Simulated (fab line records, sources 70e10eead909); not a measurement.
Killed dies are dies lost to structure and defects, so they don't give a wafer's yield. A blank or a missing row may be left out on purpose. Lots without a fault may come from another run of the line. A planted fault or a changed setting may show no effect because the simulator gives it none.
Which tool did it? | flow nand_harc | 13 lots, 39 wafers sampled, at 4 steps of a route of 1159

WHAT THE GAUGES READ, wafer by wafer
NHARC_P_CONTACT_INSPECT_27.
lot  | measured     | on                | raw_defect_count
L386 | day 6 04:29  | defect_inspect-01 | 403 327 219
L385 | day 6 08:05  | defect_inspect-02 | 205 237 272
L387 | day 6 09:17  | defect_inspect-01 | 180 258 259
L390 | day 7 01:05  | defect_inspect-02 | 148 392 124
L398 | day 9 19:48  | defect_inspect-01 | 188 198 238
L401 | day 10 00:54 | defect_inspect-02 | 209 283 185
L400 | day 10 01:39 | defect_inspect-01 | 183 205 557
L402 | day 10 04:50 | defect_inspect-01 | 246 371 222
L403 | day 10 07:05 | defect_inspect-02 | 194 167 256
L404 | day 10 18:36 | defect_inspect-02 | 114 211 190
L405 | day 11 05:52 | defect_inspect-02 | 189 238 183
L406 | day 11 06:50 | defect_inspect-02 | 432 414 241
L407 | day 11 11:37 | defect_inspect-02 | 417 604 288

WHICH TOOL RAN EACH LOT (tool, then ch and the chambers of the sampled wafers, then the start)
lot  | NHARC_P_CONTACT_ETCH_36                       | NHARC_P_CONTACT_PVD_32       | NHARC_P_CONTACT_ALD_22
L386 | rie_diel-10 ch 0,2,3, day 5 22:25 or earlier  | pvd_sputter-03, day 5 22:25  | ald_metal-03 ch 0,2,3, day 5 22:49
L385 | rie_diel-07 ch 0,3, day 5 22:44 or earlier    | pvd_sputter-03, day 5 22:44  | ald_metal-04 ch 0,2, day 5 22:52
L387 | rie_diel-07 ch 0,1,2, day 6 00:08 or earlier  | pvd_sputter-03, day 6 00:08  | ald_metal-04 ch 0,1, day 6 00:16
L390 | rie_diel-04 ch 0,3, day 6 23:26 or earlier    | pvd_sputter-01, day 6 23:26  | ald_metal-01 ch 1,2,3, day 6 23:50
L398 | rie_diel-04 ch 0,1,2, day 9 11:56 or earlier  | pvd_sputter-03, day 9 11:56  | ald_metal-03 ch 1,2, day 9 12:04
L401 | rie_diel-04 ch 1,2,3, day 9 23:32 or earlier  | pvd_sputter-03, day 9 23:32  | ald_metal-01 ch 0,1,3, day 9 23:40
L400 | rie_diel-10 ch 1,3, day 10 00:18 or earlier   | pvd_sputter-01, day 10 00:18 | ald_metal-04 ch 0,1,2, day 10 00:25
L402 | rie_diel-04 ch 0,2,3, day 10 03:27 or earlier | pvd_sputter-03, day 10 03:27 | ald_metal-03 ch 1,2,3, day 10 03:35
L403 | rie_diel-10 ch 0,2,3, day 10 05:41 or earlier | pvd_sputter-03, day 10 05:41 | ald_metal-03 ch 0,1,3, day 10 05:50
L404 | rie_diel-10 ch 1,2,3, day 10 15:17 or earlier | pvd_sputter-02, day 10 15:17 | ald_metal-03 ch 0,1,3, day 10 15:24
L405 | rie_diel-04 ch 1,2,3, day 11 01:25 or earlier | pvd_sputter-02, day 11 01:25 | ald_metal-03 ch 0,1,3, day 11 01:35
L406 | rie_diel-04 ch 1,2, day 11 05:14 or earlier   | pvd_sputter-02, day 11 05:14 | ald_metal-03 ch 2,3, day 11 05:21
L407 | rie_diel-10 ch 0,2,3, day 11 05:39 or earlier | pvd_sputter-01, day 11 05:39 | ald_metal-01 ch 1,2,3, day 11 05:47
- NHARC_P_CONTACT_ETCH_36: etches the open film in N2/H2, target depth 260 nm, time 406.25 s.
- NHARC_P_CONTACT_PVD_32: deposits Ti, target thk 5 nm, time 17.7 s.
- NHARC_P_CONTACT_ALD_22: deposits TiN, target thk 3 nm, pulse time 1 s, ald cycles 150.

WHAT THE TOOLS THEMSELVES READ (means of the sampled wafers that have a number; where no wafer has one, the mark that the record gives instead)
NHARC_P_CONTACT_ETCH_36.
lot  | tool        | bias_w (W) | drypump_motor_current_A (A) | mfc_ar_sccm (sccm) | oes_product_au (a.u.) | rf_vpp_V (V) | showerhead_plenum_p_Torr (Torr) | throttle_valve_pct (%)
L386 | rie_diel-10 | 149.7      | 5.8                         | 0.000              | 0.994                 | 429.5        | 2.00                            | 14.167
L385 | rie_diel-07 | 150.2      | 5.2                         | 0.003              | 0.988                 | 431.7        | 2.09                            | 14.177
L387 | rie_diel-07 | 150.5      | 6.1                         | 0.000              | 0.995                 | 430.6        | 2.06                            | 14.166
L390 | rie_diel-04 | 150.5      | 5.8                         | 0.000              | 1.005                 | 431.8        | 2.12                            | 14.167
L398 | rie_diel-04 | 149.9      | 5.5                         | 0.003              | 1.004                 | 432.7        | 2.14                            | 14.175
L401 | rie_diel-04 | 149.6      | 5.9                         | 0.003              | 1.006                 | 433.7        | 2.16                            | 14.163
L400 | rie_diel-10 | 150.1      | 6.0                         | 0.000              | 1.009                 | 428.3        | 1.97                            | 14.159
L402 | rie_diel-04 | 149.8      | 5.6                         | 0.003              | 1.019                 | 432.9        | 2.13                            | 14.178
L403 | rie_diel-10 | 150.0      | 5.8                         | 0.000              | 0.995                 | 429.1        | 1.99                            | 14.179
L404 | rie_diel-10 | 149.6      | 5.9                         | 0.000              | 0.999                 | 429.5        | 2.01                            | 14.168
L405 | rie_diel-04 | 150.4      | 5.9                         | 0.003              | 1.006                 | 434.2        | 2.15                            | 14.175
L406 | rie_diel-04 | 149.8      | 5.7                         | 0.006              | 1.005                 | 433.3        | 2.16                            | 14.168
L407 | rie_diel-10 | 149.7      | 5.8                         | 0.000              | 1.000                 | 429.9        | 1.99                            | 14.167

NHARC_P_CONTACT_PVD_32.
lot  | tool           | throttle_valve_pct (%)
L386 | pvd_sputter-03 | 30.8
L385 | pvd_sputter-03 | 29.9
L387 | pvd_sputter-03 | 29.1
L390 | pvd_sputter-01 | 30.0
L398 | pvd_sputter-03 | 30.0
L401 | pvd_sputter-03 | 30.7
L400 | pvd_sputter-01 | 29.8
L402 | pvd_sputter-03 | 30.7
L403 | pvd_sputter-03 | 29.8
L404 | pvd_sputter-02 | 29.6
L405 | pvd_sputter-02 | 29.7
L406 | pvd_sputter-02 | 30.1
L407 | pvd_sputter-01 | 30.5

NHARC_P_CONTACT_ALD_22.
lot  | tool         | heater_power_w (W) | precursor_pulse_height_rel
L386 | ald_metal-03 | 1032               | 0.985
L385 | ald_metal-04 | 1099               | 0.995
L387 | ald_metal-04 | 1049               | 1.004
L390 | ald_metal-01 | 1200               | 1.006
L398 | ald_metal-03 | 1042               | 0.992
L401 | ald_metal-01 | 1116               | 0.998
L400 | ald_metal-04 | 1045               | 1.002
L402 | ald_metal-03 | 1011               | 1.003
L403 | ald_metal-03 | 1046               | 1.013
L404 | ald_metal-03 | 1024               | 0.995
L405 | ald_metal-03 | 1048               | 0.999
L406 | ald_metal-03 | 921                | 0.998
L407 | ald_metal-01 | 1208               | 1.001

THE ANSWER, worked out from the rows above alone
Rule: what is usual is taken from the lots themselves. Put in order of their means at a reading, lots are off if they are a third of the lots or fewer, leave a main group of 4 or more, and stand apart from it by a gap of 3 or more times the standard deviation of the main group's means; of several such gaps the widest counts. A main group whose means are all the same, to the digits that the tables above print for the reading, isn't used. A lot without any number at a reading at which 4 lots or more have one is off too. The other lots that the step has rows for count as sound. The gauges are gone through in route order, then the tools' own readings, and for those a lot's mean is taken as printed above. The first step at which some lot is off is used, and at that step the reading that is off furthest; a lot without a number counts as furthest.
No lot is off at any reading shown: from this, nothing can be told.

WHAT THE SIMULATOR HAD PUT IN
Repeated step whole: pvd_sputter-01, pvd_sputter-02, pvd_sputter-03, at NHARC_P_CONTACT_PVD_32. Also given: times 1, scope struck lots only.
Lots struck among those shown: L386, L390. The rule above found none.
